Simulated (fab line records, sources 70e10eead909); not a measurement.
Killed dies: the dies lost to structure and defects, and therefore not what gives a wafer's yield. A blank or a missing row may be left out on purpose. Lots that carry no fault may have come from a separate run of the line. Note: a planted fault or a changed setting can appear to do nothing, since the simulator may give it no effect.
Which tool is to blame? / flow nand harc / 24 lots with 72 wafers sampled at 6 steps, on a route of 1302 steps

WHAT THE GAUGES SHOWED, per wafer
NHARC_A_DECK1_JOINT_THK_MEAS_17: measures by ellipsometry. Usual: thk nm 45.2 nm, standard deviation 1.2.
lot=L074; measured=day 12 04:47; on=film metro-02; thk nm (nm)=44.2 44.4 45.8; flag=
lot=L075; measured=day 12 21:42; on=film metro-02; thk nm (nm)=45.2 44.0 46.3; flag=
lot=L077; measured=day 13 04:59; on=film metro-01; thk nm (nm)=44.4 44.9 46.7; flag=
lot=L076; measured=day 13 05:02; on=film metro-01; thk nm (nm)=46.5 45.4 44.8; flag=
lot=L078; measured=day 14 04:53; on=film metro-01; thk nm (nm)=45.2 44.0 45.9; flag=
lot=L079; measured=day 14 07:23; on=film metro-01; thk nm (nm)=45.3 46.2 47.1; flag=
lot=L080; measured=day 15 04:02; on=film metro-02; thk nm (nm)=42.6 43.6 44.8; flag=
lot=L082; measured=day 15 13:04; on=film metro-02; thk nm (nm)=46.9 44.2 46.7; flag=
lot=L081; measured=day 15 13:04; on=film metro-01; thk nm (nm)=45.6 45.8 45.5; flag=
lot=L083; measured=day 16 05:50; on=film metro-01; thk nm (nm)=43.9 46.5 47.0; flag=
lot=L084; measured=day 16 11:36; on=film metro-02; thk nm (nm)=44.8 43.7 46.1; flag=
lot=L085; measured=day 17 07:43; on=film metro-01; thk nm (nm)=44.5 43.9 45.4; flag=
lot=L087; measured=day 17 16:53; on=film metro-02; thk nm (nm)=44.9 45.6 45.3; flag=
lot=L086; measured=day 17 16:52; on=film metro-02; thk nm (nm)=46.4 46.2 46.0; flag=
lot=L088; measured=day 18 08:25; on=film metro-01; thk nm (nm)=44.7 45.1 44.5; flag=
lot=L089; measured=day 18 21:19; on=film metro-01; thk nm (nm)=46.0 44.9 47.2; flag=
lot=L091; measured=day 19 04:13; on=film metro-01; thk nm (nm)=43.5 46.0 45.4; flag=
lot=L090; measured=day 19 04:13; on=film metro-02; thk nm (nm)=44.6 46.1 46.3; flag=
lot=L092; measured=day 19 12:28; on=film metro-01; thk nm (nm)=44.5 44.0 43.9; flag=
lot=L094; measured=day 20 08:08; on=film metro-01; thk nm (nm)=45.1 44.6 48.1; flag=
lot=L093; measured=day 20 08:08; on=film metro-02; thk nm (nm)=43.6 43.9 45.3; flag=
lot=L095; measured=day 21 12:23; on=film metro-02; thk nm (nm)=44.1 45.3 46.8; flag=
lot=L096; measured=day 22 02:35; on=film metro-02; thk nm (nm)=46.7 44.1 46.0; flag=
lot=L097; measured=day 22 02:26; on=film metro-02; thk nm (nm)=45.0 44.6 45.1; flag=

NHARC_A_ONON_D2_THK_MEAS_05: measures by ellipsometry. Usual: thk nm 999 nm, standard deviation 9.4.
lot=L074; measured=day 12 05:57; on=film metro-01; thk nm (nm)=1007 1011 1010; flag=
lot=L075; measured=day 12 22:52; on=film metro-02; thk nm (nm)=991 991 992; flag=
lot=L077; measured=day 13 06:10; on=film metro-01; thk nm (nm)=1017 1017 1016; flag=
lot=L076; measured=day 13 06:13; on=film metro-02; thk nm (nm)=999 999 999; flag=
lot=L078; measured=day 14 06:04; on=film metro-01; thk nm (nm)=988 986 985; flag=
lot=L079; measured=day 14 08:41; on=film metro-02; thk nm (nm)=1005 1005 1006; flag=
lot=L080; measured=day 15 05:13; on=film metro-02; thk nm (nm)=1000 1000 999; flag=
lot=L082; measured=day 15 14:14; on=film metro-01; thk nm (nm)=1016 1015 1018; flag=
lot=L081; measured=day 15 14:14; on=film metro-02; thk nm (nm)=994 994 996; flag=
lot=L083; measured=day 16 07:01; on=film metro-01; thk nm (nm)=985 988 987; flag=
lot=L084; measured=day 16 12:47; on=film metro-02; thk nm (nm)=1002 1000 1000; flag=
lot=L085; measured=day 17 08:53; on=film metro-01; thk nm (nm)=993 992 992; flag=
lot=L087; measured=day 17 18:05; on=film metro-02; thk nm (nm)=1009 1010 1010; flag=
lot=L086; measured=day 17 18:03; on=film metro-01; thk nm (nm)=993 993 993; flag=
lot=L088; measured=day 18 09:36; on=film metro-02; thk nm (nm)=996 998 999; flag=
lot=L089; measured=day 18 22:30; on=film metro-01; thk nm (nm)=989 990 989; flag=
lot=L091; measured=day 19 05:23; on=film metro-02; thk nm (nm)=992 989 992; flag=
lot=L090; measured=day 19 05:23; on=film metro-01; thk nm (nm)=1014 1014 1014; flag=
lot=L092; measured=day 19 13:38; on=film metro-02; thk nm (nm)=1010 1012 1010; flag=
lot=L094; measured=day 20 09:19; on=film metro-01; thk nm (nm)=990 989 989; flag=
lot=L093; measured=day 20 09:19; on=film metro-02; thk nm (nm)=988 987 988; flag=
lot=L095; measured=day 21 13:34; on=film metro-01; thk nm (nm)=1003 1005 1004; flag=
lot=L096; measured=day 22 03:46; on=film metro-02; thk nm (nm)=1006 1006 1006; flag=
lot=L097; measured=day 22 03:37; on=film metro-01; thk nm (nm)=1000 999 999; flag=

NHARC_A_ONON_D2_THK_MEAS_18: measures by ellipsometry. Usual: thk nm 998 nm, standard deviation 12.
lot=L074; measured=day 12 15:04; on=film metro-01; thk nm (nm)=988 988 988; flag=
lot=L075; measured=day 13 08:20; on=film metro-01; thk nm (nm)=1001 1001 1002; flag=
lot=L077; measured=day 13 15:12; on=film metro-01; thk nm (nm)=1005 1004 1006; flag=
lot=L076; measured=day 13 15:11; on=film metro-02; thk nm (nm)=968 968 968; flag=
lot=L078; measured=day 14 15:48; on=film metro-02; thk nm (nm)=1017 1018 1017; flag=
lot=L079; measured=day 14 15:47; on=film metro-01; thk nm (nm)=979 980 979; flag=
lot=L080; measured=day 15 14:43; on=film metro-02; thk nm (nm)=1011 1011 1010; flag=
lot=L082; measured=day 16 01:42; on=film metro-02; thk nm (nm)=985 984 985; flag=
lot=L081; measured=day 16 01:42; on=film metro-01; thk nm (nm)=980 979 978; flag=
lot=L083; measured=day 16 16:06; on=film metro-01; thk nm (nm)=1014 1014 1014; flag=
lot=L084; measured=day 16 22:33; on=film metro-01; thk nm (nm)=993 993 992; flag=
lot=L085; measured=day 17 18:58; on=film metro-02; thk nm (nm)=1008 1006 1006; flag=
lot=L087; measured=day 18 05:09; on=film metro-01; thk nm (nm)=995 995 995; flag=
lot=L086; measured=day 18 05:08; on=film metro-01; thk nm (nm)=992 995 993; flag=
lot=L088; measured=day 18 18:39; on=film metro-01; thk nm (nm)=1001 999 1001; flag=
lot=L089; measured=day 19 09:04; on=film metro-02; thk nm (nm)=1000 1002 1003; flag=
lot=L091; measured=day 19 14:23; on=film metro-01; thk nm (nm)=1004 1004 1005; flag=
lot=L090; measured=day 19 14:23; on=film metro-01; thk nm (nm)=1008 1008 1009; flag=
lot=L092; measured=day 20 00:56; on=film metro-02; thk nm (nm)=999 998 998; flag=
lot=L094; measured=day 20 18:48; on=film metro-02; thk nm (nm)=992 991 991; flag=
lot=L093; measured=day 20 18:48; on=film metro-01; thk nm (nm)=1004 1004 1002; flag=
lot=L095; measured=day 22 00:04; on=film metro-01; thk nm (nm)=1008 1008 1008; flag=
lot=L096; measured=day 22 15:21; on=film metro-02; thk nm (nm)=990 989 990; flag=
lot=L097; measured=day 22 15:21; on=film metro-01; thk nm (nm)=1008 1007 1006; flag=

NHARC_A_ONON_D2_INSPECT_32. Usual: raw defect count 397, standard deviation 150.
lot=L074; measured=day 12 17:52; on=defect inspect-02; raw defect count=375 254 274; flag=
lot=L075; measured=day 13 11:09; on=defect inspect-01; raw defect count=292 385 264; flag=
lot=L077; measured=day 13 18:01; on=defect inspect-02; raw defect count=632 362 452; flag=
lot=L076; measured=day 13 17:59; on=defect inspect-01; raw defect count=437 461 255; flag=
lot=L078; measured=day 14 18:41; on=defect inspect-02; raw defect count=481 540 920; flag=
lot=L079; measured=day 14 18:37; on=defect inspect-01; raw defect count=281 424 331; flag=
lot=L080; measured=day 15 17:33; on=defect inspect-02; raw defect count=367 349 384; flag=
lot=L082; measured=day 16 04:31; on=defect inspect-02; raw defect count=239 211 300; flag=
lot=L081; measured=day 16 04:31; on=defect inspect-01; raw defect count=285 349 215; flag=
lot=L083; measured=day 16 18:54; on=defect inspect-02; raw defect count=208 379 228; flag=
lot=L084; measured=day 17 01:22; on=defect inspect-02; raw defect count=363 319 480; flag=
lot=L085; measured=day 17 21:47; on=defect inspect-02; raw defect count=448 312 284; flag=
lot=L087; measured=day 18 08:47; on=defect inspect-01; raw defect count=349 440 270; flag=
lot=L086; measured=day 18 08:30; on=defect inspect-01; raw defect count=405 640 560; flag=
lot=L088; measured=day 18 21:28; on=defect inspect-01; raw defect count=294 534 373; flag=
lot=L089; measured=day 19 11:53; on=defect inspect-02; raw defect count=591 432 379; flag=
lot=L091; measured=day 19 17:11; on=defect inspect-01; raw defect count=302 411 262; flag=
lot=L090; measured=day 19 17:13; on=defect inspect-02; raw defect count=300 503 878; flag=
lot=L092; measured=day 20 03:44; on=defect inspect-02; raw defect count=559 342 331; flag=
lot=L094; measured=day 20 21:43; on=defect inspect-02; raw defect count=359 343 408; flag=
lot=L093; measured=day 20 21:38; on=defect inspect-02; raw defect count=484 541 636; flag=
lot=L095; measured=day 22 02:57; on=defect inspect-01; raw defect count=441 346 321; flag=
lot=L096; measured=day 22 18:10; on=defect inspect-01; raw defect count=268 234 333; flag=
lot=L097; measured=day 22 18:11; on=defect inspect-01; raw defect count=201 248 206; flag=

WHAT TOOL EACH LOT RAN ON (gives the tool, then ch and the chambers of the sampled wafers, and finally the start)
lot=L074; NHARC_A_DECK1_JOINT_CMP_13=cmp-02 ch 0,2, day 11 05:57; NHARC_A_DECK1_JOINT_DEP_16=pecvd-02 ch 0,1, day 12 04:29
lot=L075; NHARC_A_DECK1_JOINT_CMP_13=cmp-02 ch 0,1,3, day 11 18:43; NHARC_A_DECK1_JOINT_DEP_16=pecvd-01 ch 1,2, day 12 21:25
lot=L077; NHARC_A_DECK1_JOINT_CMP_13=cmp-02 ch 0,1, day 12 06:20; NHARC_A_DECK1_JOINT_DEP_16=pecvd-01 ch 0,1,2, day 13 04:42
lot=L076; NHARC_A_DECK1_JOINT_CMP_13=cmp-03 ch 0,1, day 12 08:59; NHARC_A_DECK1_JOINT_DEP_16=pecvd-02 ch 0,1,2, day 13 04:43
lot=L078; NHARC_A_DECK1_JOINT_CMP_13=cmp-02 ch 1,2,3, day 13 04:37; NHARC_A_DECK1_JOINT_DEP_16=pecvd-04 ch 0,1,2, day 14 04:37
lot=L079; NHARC_A_DECK1_JOINT_CMP_13=cmp-04 ch 0,2,3, day 13 08:56; NHARC_A_DECK1_JOINT_DEP_16=pecvd-02 ch 0,1, day 14 07:08
lot=L080; NHARC_A_DECK1_JOINT_CMP_13=cmp-03 ch 1,3, day 14 00:01; NHARC_A_DECK1_JOINT_DEP_16=pecvd-02 ch 0,1,2, day 15 03:46
lot=L082; NHARC_A_DECK1_JOINT_CMP_13=cmp-03 ch 0,1,2, day 14 15:07; NHARC_A_DECK1_JOINT_DEP_16=pecvd-02 ch 0,1,2, day 15 12:47
lot=L081; NHARC_A_DECK1_JOINT_CMP_13=cmp-04 ch 0,2,3, day 14 15:11; NHARC_A_DECK1_JOINT_DEP_16=pecvd-01 ch 0,1, day 15 12:47
lot=L083; NHARC_A_DECK1_JOINT_CMP_13=cmp-03 ch 0,2,3, day 15 06:15; NHARC_A_DECK1_JOINT_DEP_16=pecvd-04 ch 0,2, day 16 05:33
lot=L084; NHARC_A_DECK1_JOINT_CMP_13=cmp-03 ch 0,2,3, day 15 14:29; NHARC_A_DECK1_JOINT_DEP_16=pecvd-04 ch 0,2, day 16 11:19
lot=L085; NHARC_A_DECK1_JOINT_CMP_13=cmp-03 ch 0,3, day 16 03:06; NHARC_A_DECK1_JOINT_DEP_16=pecvd-02 ch 0,2, day 17 07:26
lot=L087; NHARC_A_DECK1_JOINT_CMP_13=cmp-02 ch 1,2,3, day 16 17:46; NHARC_A_DECK1_JOINT_DEP_16=pecvd-04 ch 1,2, day 17 16:40
lot=L086; NHARC_A_DECK1_JOINT_CMP_13=cmp-03 ch 0,1,3, day 16 17:51; NHARC_A_DECK1_JOINT_DEP_16=pecvd-02 ch 1,2, day 17 16:37
lot=L088; NHARC_A_DECK1_JOINT_CMP_13=cmp-02 ch 0,1, day 17 02:08; NHARC_A_DECK1_JOINT_DEP_16=pecvd-01 ch 0,1, day 18 08:10
lot=L089; NHARC_A_DECK1_JOINT_CMP_13=cmp-04 ch 1,3, day 17 20:52; NHARC_A_DECK1_JOINT_DEP_16=pecvd-04 ch 0,1,2, day 18 21:02
lot=L091; NHARC_A_DECK1_JOINT_CMP_13=cmp-03 ch 1,2,3, day 18 04:18; NHARC_A_DECK1_JOINT_DEP_16=pecvd-01 ch 0,1,2, day 19 03:56
lot=L090; NHARC_A_DECK1_JOINT_CMP_13=cmp-04 ch 0,2, day 18 04:18; NHARC_A_DECK1_JOINT_DEP_16=pecvd-02 ch 0,1,2, day 19 03:56
lot=L092; NHARC_A_DECK1_JOINT_CMP_13=cmp-04 ch 0,1,2, day 18 13:19; NHARC_A_DECK1_JOINT_DEP_16=pecvd-04 ch 0,1,2, day 19 12:16
lot=L094; NHARC_A_DECK1_JOINT_CMP_13=cmp-04 ch 1,2,3, day 19 11:16; NHARC_A_DECK1_JOINT_DEP_16=pecvd-01 ch 0,1,2, day 20 07:51
lot=L093; NHARC_A_DECK1_JOINT_CMP_13=cmp-03 ch 0,2,3, day 19 11:16; NHARC_A_DECK1_JOINT_DEP_16=pecvd-04 ch 1,2, day 20 07:53
lot=L095; NHARC_A_DECK1_JOINT_CMP_13=cmp-03 ch 1,2, day 20 07:58; NHARC_A_DECK1_JOINT_DEP_16=pecvd-02 ch 0,1,2, day 21 12:11
lot=L096; NHARC_A_DECK1_JOINT_CMP_13=cmp-02 ch 1,2, day 21 02:19; NHARC_A_DECK1_JOINT_DEP_16=pecvd-02 ch 1,2, day 22 02:18
lot=L097; NHARC_A_DECK1_JOINT_CMP_13=cmp-03 ch 0,2, day 21 02:21; NHARC_A_DECK1_JOINT_DEP_16=pecvd-01 ch 0,1,2, day 22 02:10
- NHARC_A_DECK1_JOINT_CMP_13: polishes, target thk 51.023 nm.
- NHARC_A_DECK1_JOINT_DEP_16: deposits SiO2, target thk 45 nm.

WHAT THE TOOLS THEMSELVES READ (means of the sampled wafers that have a number; where no wafer has one, the mark that the record gives instead)
NHARC_A_DECK1_JOINT_CMP_13. Usual: motor current A 11.9 A, standard deviation 1.1; time to endpoint s 10.0 s, standard deviation 2.2.
lot=L074; tool=cmp-02; motor current A (A)=12.2; time to endpoint s (s)=9.4; flag=
lot=L075; tool=cmp-02; motor current A (A)=10.9; time to endpoint s (s)=8.8; flag=
lot=L077; tool=cmp-02; motor current A (A)=10.7; time to endpoint s (s)=9.8; flag=
lot=L076; tool=cmp-03; motor current A (A)=13.1; time to endpoint s (s)=11.5; flag=
lot=L078; tool=cmp-02; motor current A (A)=12.1; time to endpoint s (s)=8.7; flag=
lot=L079; tool=cmp-04; motor current A (A)=11.4; time to endpoint s (s)=10.8; flag=
lot=L080; tool=cmp-03; motor current A (A)=12.8; time to endpoint s (s)=11.2; flag=
lot=L082; tool=cmp-03; motor current A (A)=12.1; time to endpoint s (s)=10.2; flag=
lot=L081; tool=cmp-04; motor current A (A)=12.0; time to endpoint s (s)=7.8; flag=
lot=L083; tool=cmp-03; motor current A (A)=11.8; time to endpoint s (s)=10.1; flag=
lot=L084; tool=cmp-03; motor current A (A)=11.8; time to endpoint s (s)=13.1; flag=
lot=L085; tool=cmp-03; motor current A (A)=12.0; time to endpoint s (s)=12.0; flag=
lot=L087; tool=cmp-02; motor current A (A)=12.2; time to endpoint s (s)=10.2; flag=
lot=L086; tool=cmp-03; motor current A (A)=12.8; time to endpoint s (s)=10.6; flag=
lot=L088; tool=cmp-02; motor current A (A)=10.9; time to endpoint s (s)=7.6; flag=
lot=L089; tool=cmp-04; motor current A (A)=11.5; time to endpoint s (s)=10.5; flag=
lot=L091; tool=cmp-03; motor current A (A)=12.0; time to endpoint s (s)=11.8; flag=
lot=L090; tool=cmp-04; motor current A (A)=12.5; time to endpoint s (s)=9.3; flag=
lot=L092; tool=cmp-04; motor current A (A)=12.8; time to endpoint s (s)=4.9; flag=
lot=L094; tool=cmp-04; motor current A (A)=12.4; time to endpoint s (s)=8.8; flag=
lot=L093; tool=cmp-03; motor current A (A)=11.9; time to endpoint s (s)=11.8; flag=
lot=L095; tool=cmp-03; motor current A (A)=11.7; time to endpoint s (s)=9.3; flag=
lot=L096; tool=cmp-02; motor current A (A)=12.0; time to endpoint s (s)=10.8; flag=
lot=L097; tool=cmp-03; motor current A (A)=11.0; time to endpoint s (s)=11.0; flag=

NHARC_A_DECK1_JOINT_DEP_16. Usual: heater power w 575 W, standard deviation 110; throttle valve pct 15.9 %, standard deviation 0.37.
lot=L074; tool=pecvd-02; heater power w (W)=543; throttle valve pct (%)=15.9; flag=
lot=L075; tool=pecvd-01; heater power w (W)=643; throttle valve pct (%)=16.2; flag=
lot=L077; tool=pecvd-01; heater power w (W)=709; throttle valve pct (%)=16.3; flag=
lot=L076; tool=pecvd-02; heater power w (W)=459; throttle valve pct (%)=15.8; flag=
lot=L078; tool=pecvd-04; heater power w (W)=612; throttle valve pct (%)=16.0; flag=
lot=L079; tool=pecvd-02; heater power w (W)=469; throttle valve pct (%)=16.2; flag=
lot=L080; tool=pecvd-02; heater power w (W)=469; throttle valve pct (%)=16.0; flag=
lot=L082; tool=pecvd-02; heater power w (W)=431; throttle valve pct (%)=15.9; flag=
lot=L081; tool=pecvd-01; heater power w (W)=740; throttle valve pct (%)=15.8; flag=
lot=L083; tool=pecvd-04; heater power w (W)=734; throttle valve pct (%)=15.7; flag=
lot=L084; tool=pecvd-04; heater power w (W)=698; throttle valve pct (%)=15.7; flag=
lot=L085; tool=pecvd-02; heater power w (W)=485; throttle valve pct (%)=15.8; flag=
lot=L087; tool=pecvd-04; heater power w (W)=576; throttle valve pct (%)=16.2; flag=
lot=L086; tool=pecvd-02; heater power w (W)=483; throttle valve pct (%)=16.0; flag=
lot=L088; tool=pecvd-01; heater power w (W)=717; throttle valve pct (%)=16.1; flag=
lot=L089; tool=pecvd-04; heater power w (W)=639; throttle valve pct (%)=16.1; flag=
lot=L091; tool=pecvd-01; heater power w (W)=643; throttle valve pct (%)=15.9; flag=
lot=L090; tool=pecvd-02; heater power w (W)=486; throttle valve pct (%)=15.6; flag=
lot=L092; tool=pecvd-04; heater power w (W)=559; throttle valve pct (%)=16.0; flag=
lot=L094; tool=pecvd-01; heater power w (W)=636; throttle valve pct (%)=15.9; flag=
lot=L093; tool=pecvd-04; heater power w (W)=567; throttle valve pct (%)=15.7; flag=
lot=L095; tool=pecvd-02; heater power w (W)=479; throttle valve pct (%)=15.7; flag=
lot=L096; tool=pecvd-02; heater power w (W)=451; throttle valve pct (%)=15.8; flag=
lot=L097; tool=pecvd-01; heater power w (W)=634; throttle valve pct (%)=16.0; flag=

THE ANSWER, worked out from the rows above alone
Rule: a lot counts as off when the mean over its wafers that have a number is more than 3 standard deviations away from the usual mean. A lot without any number at a reading at which 4 lots or more have one is off too. All remaining lots with rows at the step are treated as sound. After the gauges, taken in route order, come the tools' own readings; for these a lot's mean is taken, as printed above. At the first step where some lot is off, the reading lying furthest off is the one used; lots without a number count as furthest.
None of the lots is off at any reading shown; this tells nothing.

WHAT WAS PUT IN BY THE SIMULATOR
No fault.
